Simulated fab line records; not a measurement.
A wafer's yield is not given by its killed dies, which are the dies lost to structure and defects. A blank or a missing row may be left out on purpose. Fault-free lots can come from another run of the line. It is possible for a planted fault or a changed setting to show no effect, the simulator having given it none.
fab line records	flow nand-harc
record: lots: 6	wafers: 18	last-day: 25
route steps=1159 shown P_M0@278 P_M1@285 END@1159
lots untouched by any fault: they come from a run of this same line in which no faults occurred
start-h: hours from the record's opening day to when the first of the lot's shown wafers began	wait-h: hours from the lot's prior step to this one	" repeats the value in the row above	L1.1+2: several wafers, shown together as one row	- no value, or no start was given	* or withheld: withheld	< > ~ a bound
route shown NAME@n: NAME is a module with steps in the file, n the number in the route of the first one	usual: the fault-free wafers' mean and standard deviation	same: alike in all rows	chamber/n: place in a boat	sites: the reading at each site	_std_site: standard deviation across them	_edge_site: the outer-site mean with the inner-site mean subtracted	radius-mm: for every site, how far away it sits from the centre of the wafer	mask NAME#n: copy n	behind: the last tool/chamber to shape the wafer	hold: cause of the lot's hold/its duration in hours/its outcome	device: which transistor (n, p or np) failed to switch	end of line: the tests these same wafers got at the end of their route	a step without rows: its recipe alone	killed: dies that structure and defects cost at the first sort, which is not the same as the wafer's yield	map: a wafer's dies, marking killed ones x, the rest . and places with no die _
set.NAME: the setting that was run; set.NAME@STEP: the one run at that earlier step	model.NAME: the simulator's own value behind a step, which no gauge read
lots at selected steps of the route; one table per step, one row per wafer
services: a tool's chamber out of use, with start hour (start-h, from the record's first day; less than 0 if before it), hours out, and reason
== steps ==
step: NHARC_P_M0_CMP_23
recipe: t-overpolish-s: 20	target-thk-nm: 117.53
usual: edge-zone-pressure-frac: 1.000/0.0052	motor-current-A: 12.3/1.3	slurry-filter-dp-kPa: 13.49/0.14	time-to-endpoint-s: 30.2/3
lot.wafer	tool	chamber	start-h	wait-h	edge-zone-pressure-frac	motor-current-A	slurry-filter-dp-kPa	time-to-endpoint-s
L735.3	cmp-03	1	139.14	-	1.007	12.9	13.72	25.1
L735.2	"	2	"	"	1.002	12.6	13.34	34.5
L735.4	"	3	"	"	1.000	11.7	13.77	29.8
L740.3	cmp-02	0	156.63	-	0.999	11.6	13.58	32.3
L740.4	"	1	"	"	0.998	13.1	13.64	26.7
L740.5	"	3	"	"	1.002	13.4	13.40	29.1
L745.2	cmp-02	2	197.17	-	0.988	9.6	13.21	29.8
L745.4	"	3	"	"	1.001	14.0	13.44	30.0
L745.3	"	0	"	"	0.993	12.0	13.60	34.0
L746.2	cmp-03	1	209.92	-	0.999	12.6	13.64	30.9
L746.5	"	2	"	"	0.990	13.0	13.39	36.2
L746.6	"	3	"	"	1.002	11.3	13.44	31.7
L751.2	cmp-03	1	227.64	-	1.007	12.8	13.72	25.5
L751.3	"	2	"	"	0.992	12.7	13.37	34.4
L751.1	"	0	"	"	1.005	11.6	13.40	27.1
L756.3	cmp-01	2	260.64	-	1.001	11.5	13.46	29.2
L756.5	"	0	"	"	1.009	14.2	13.48	31.2
L756.6	"	1	"	"	1.010	11.4	13.48	32.1
step: NHARC_P_M0_THK_MEAS_24
recipe: thk-meas-gauge: xrf
usual: thk-nm: 118.1/1.5
lot.wafer	tool	chamber	start-h	wait-h	thk-nm
L735.2	film-metro-01	-	139.45	-	118.5
L735.3	"	-	"	"	116.3
L735.4	"	-	"	"	116.8
L740.3	film-metro-01	-	156.89	-	120.9
L740.4	"	-	"	"	116.1
L740.5	"	-	"	"	120.1
L745.2	film-metro-01	-	197.49	-	119.0
L745.3	"	-	"	"	118.3
L745.4	"	-	"	"	117.0
L746.2	film-metro-02	-	210.15	-	117.2
L746.5	"	-	"	"	114.9
L746.6	"	-	"	"	117.4
L751.1	film-metro-02	-	227.96	-	119.0
L751.2	"	-	"	"	118.1
L751.3	"	-	"	"	120.0
L756.3	film-metro-01	-	260.90	-	116.5
L756.5	"	-	"	"	118.3
L756.6	"	-	"	"	118.3
step: NHARC_P_M0_SRD_25
step: NHARC_P_M0_INSPECT_27
usual: raw-defect-count: 347/150
lot.wafer	tool	chamber	start-h	wait-h	raw-defect-count
L735.2	defect-inspect-02	-	139.60	0.0	611
L735.3	"	-	"	"	733
L735.4	"	-	"	"	701
L740.3	defect-inspect-02	-	157.05	0.0	430
L740.4	"	-	"	"	322
L740.5	"	-	"	"	385
L745.2	defect-inspect-01	-	197.65	0.0	170
L745.3	"	-	"	"	248
L745.4	"	-	"	"	223
L746.2	defect-inspect-02	-	210.31	0.0	373
L746.5	"	-	"	"	305
L746.6	"	-	"	"	371
L751.1	defect-inspect-01	-	228.11	0.0	571
L751.2	"	-	"	"	365
L751.3	"	-	"	"	352
L756.3	defect-inspect-02	-	261.05	0.0	552
L756.5	"	-	"	"	435
L756.6	"	-	"	"	386
step: NHARC_P_M0_PRE_CLEAN_31
recipe: time-s: 12	temp-c: 370	rf-power-w: 300	gas: NH3
usual: heater-power-w: 627/82
lot.wafer	tool	chamber	start-h	wait-h	heater-power-w
L735.3	pecvd-01	1	139.67	0.1	491
L735.2	"	0	"	"	700
L735.4	"	0	"	"	705
L740.3	pecvd-04	0	157.14	0.1	656
L740.5	"	2	"	"	602
L740.4	"	0	"	"	649
L745.2	pecvd-01	1	197.72	0.1	554
L745.3	"	0	"	"	693
L745.4	"	0	"	"	688
L746.2	pecvd-02	2	210.38	0.1	675
L746.5	"	2	"	"	657
L746.6	"	0	"	"	782
L751.3	pecvd-01	1	228.18	0.1	561
L751.2	"	2	"	"	615
L751.1	"	0	"	"	704
L756.3	pecvd-04	1	261.13	0.1	516
L756.6	"	0	"	"	630
L756.5	"	2	"	"	530
step: NHARC_P_M0_DEP_32
recipe: target-thk-a: 300	temp-c: 370	target-thk-nm: 30	pressure-torr: 3	flow-sccm: 200	rf-w: 450	material: SiCN
usual: heater-power-w: 569/84	showerhead-vpp-V: 1314/100
lot.wafer	tool	chamber	start-h	wait-h	heater-power-w	showerhead-vpp-V
L735.3	pecvd-01	1	139.75	0.1	454	1252
L735.2	"	0	"	"	656	1258
L735.4	"	0	"	"	661	1279
L740.3	pecvd-04	0	157.28	0.1	495	1480
L740.5	"	2	"	"	514	1315
L740.4	"	0	"	"	507	1444
L745.2	pecvd-01	1	197.80	0.1	420	1232
L745.3	"	0	"	"	682	1282
L745.4	"	0	"	"	706	1278
L746.2	pecvd-02	2	210.46	0.1	636	1163
L746.5	"	2	"	"	646	1171
L746.6	"	0	"	"	727	1463
L751.3	pecvd-01	1	228.26	0.1	533	1247
L751.2	"	2	"	"	546	1393
L751.1	"	0	"	"	610	1282
L756.3	pecvd-04	1	261.24	0.1	451	1294
L756.6	"	0	"	"	559	1480
L756.5	"	2	"	"	517	1332
step: NHARC_P_M1_DEP_00
recipe: target-thk-a: 1825	target-thk-nm: 182.5	temp-c: withheld	pressure-torr: 5	flow-sccm: 200	rf-w: 600	material: SiOC
step: NHARC_P_M1_DEHYDRATE_01
recipe: temp-c: 150	time-s: 120
step: NHARC_P_M1_HMDS_02
recipe: time-s: 30
step: NHARC_P_M1_COAT_34
recipe: temp-c: 200	time-s: 65
step: NHARC_P_M1_COAT_03
recipe: spin-rpm: 1500	resist-thk-nm: 90
step: NHARC_P_M1_SOFTBAKE_04
recipe: temp-c: 105	time-s: 55
usual: heater-power-total-W: 188.49/0.15
lot.wafer	tool	chamber	start-h	wait-h	heater-power-total-W
L735.2	litho-track-04	0	140	-	188.45
L735.3	"	0	"	"	188.41
L735.4	"	0	"	"	188.32
L740.3	litho-track-06	0	158	-	188.69
L740.4	"	0	"	"	188.48
L740.5	"	0	"	"	188.29
L745.2	litho-track-06	0	198	-	315.17
L745.3	"	0	"	"	314.81
L745.4	"	0	"	"	314.47
L746.2	litho-track-06	0	211	-	314.56
L746.5	"	0	"	"	314.73
L746.6	"	0	"	"	314.87
L751.1	litho-track-01	0	229	-	188.73
L751.2	"	0	"	"	188.36
L751.3	"	0	"	"	188.74
L756.3	litho-track-01	0	262	-	188.74
L756.5	"	0	"	"	188.82
L756.6	"	0	"	"	188.34
step: NHARC_P_M1_EBR_05
step: NHARC_END_SORT_01
recipe: temp-c: 25
usual: defect-limited-yield: 95.2/1.6	killed-at-array: 29/10	killed-at-other: 0.7/1.1	killed-at-periphery: 3.2/2.2	killed-dies: 33/11	killed-open: 3.5/1.8	killed-short: 2.0/1.4	sort_bin_2_pct: 1.5/0.61	sort_bin_3_pct: 0.29/0.22	sort_bin_4_pct: 3.1/1.1	sort-n-pass: 644/11	sort-rim-yield-pct: 95/3.3	sort-yield-pct: 95.2/1.6
same: gross-dies: 677	sort_bin_5_pct[%]: 0	sort_bin_6_pct[%]: 0	sort_bin_7_pct[%]: 0	sort_bin_8_pct[%]: 0	sort-rim-n-gross: 106.00
lot.wafer	tool	chamber	start-h	wait-h	defect-limited-yield[%]	killed-at-array	killed-at-other	killed-at-periphery	killed-dies	killed-open	killed-short	sort_bin_2_pct[%]	sort_bin_3_pct[%]	sort_bin_4_pct[%]	sort-n-pass	sort-rim-yield-pct[%]	sort-yield-pct[%]
L745.2	prober-02	0	506.87	2.8	93.8	40	0	2	42	2	2	2.1	0.59	3.5	635	99	93.8
L745.3	prober-02	0	507.68	3.1	93.1	45	0	2	47	4	0	2.1	0.15	4.7	630	94	93.1
L745.4	prober-02	0	508.48	3.4	93.8	39	0	3	42	3	4	1.6	0.59	4.0	635	92	93.8
L746.6	prober-02	0	538.31	4.0	96.6	20	0	3	23	2	4	1.2	0	2.2	654	98	96.6
killed by level:class
L745.2 A_CHANNEL_HOLE_D1:chamber-film-flake=15 A_SLIT:chamber-film-flake=15 A_STAIRCASE:chamber-film-flake=5 P_M0:geometric-particle:short=1 A_ONON_D1:geometric-particle:short=1 A_ONON_D1:geometric-particle:open=1 A_CONTACT:geometric-particle:open=1 P_M2:chamber-film-flake=1
L745.3 A_CHANNEL_HOLE_D1:chamber-film-flake=16 A_SLIT:chamber-film-flake=16 A_STAIRCASE:chamber-film-flake=5 A_CONTACT:chamber-film-flake=3 A_M0:geometric-particle:open=2 P_M2:chamber-film-flake=2 A_ONON_D1:geometric-particle:open=1 A_CONTACT:geometric-particle:open=1
L745.4 A_CHANNEL_HOLE_D1:chamber-film-flake=16 A_SLIT:chamber-film-flake=9 A_STAIRCASE:chamber-film-flake=7 A_ONON_D1:geometric-particle:short=2 A_CHANNEL_FILL_D1:geometric-particle:short=2 P_M0:geometric-particle:open=1 A_M0:geometric-particle:open=1 A_M1:geometric-particle:open=1
L746.6 A_CHANNEL_HOLE_D1:chamber-film-flake=7 A_CONTACT:chamber-film-flake=5 A_BONDPAD:chamber-film-flake=4 A_WL_FILL:geometric-particle:short=3 P_STI:geometric-particle:open=1 P_CONTACT:geometric-particle:open=1 P_M0:geometric-particle:short=1 A_STAIRCASE:chamber-film-flake=1
== services ==
tool	chamber	start-h	hours	kind
litho-track-06	-	117.00	7.0	pm
cmp-01	-	124.71	0.6	repair
cmp-02	-	128.50	4.0	pm
litho-track-04	-	141.00	7.0	pm
pecvd-02	-	153.20	13.0	pm
cmp-03	-	156.00	4.0	pm
pecvd-04	2	177.51	5.0	repair
cmp-01	-	179.50	4.0	pm
pecvd-04	-	195.00	13.0	pm
pecvd-04	0	195.00	13.0	vent-cycle
pecvd-04	1	195.00	13.0	vent-cycle
cmp-03	-	196.78	2.9	repair
cmp-02	-	226.56	4.0	pm
pecvd-01	-	237.40	13.0	pm
pecvd-01	0	237.40	13.0	vent-cycle
pecvd-01	1	237.40	13.0	vent-cycle
pecvd-01	2	237.40	13.0	vent-cycle
pecvd-04	-	244.85	1.2	repair
pecvd-01	0	250.40	-	clean
pecvd-01	1	250.40	-	clean
pecvd-01	2	250.40	-	clean
cmp-03	-	254.00	4.0	pm
cmp-01	-	258.67	1.3	repair
cmp-02	-	261.23	0.5	repair
== key ==
first-sign: step: NHARC_P_M1_SOFTBAKE_04	reading: heater-power-total-W	direction: up	sigmas: 99+	usual: *	struck: *
effect none on later readings
met-at NHARC_P_M1_SOFTBAKE_04
struck-wafers L745.2,L745.3,L745.4,L746.2,L746.5,L746.6
onset-between 158 198
fault: kind: process-parameter-drift	tool: litho-track-06	chamber: -	onset-h: 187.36	steps: NHARC_P_M1_SOFTBAKE_04	channel: time-s	offset: *	shape: step	end-h: 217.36	acts-in: *	stated: *
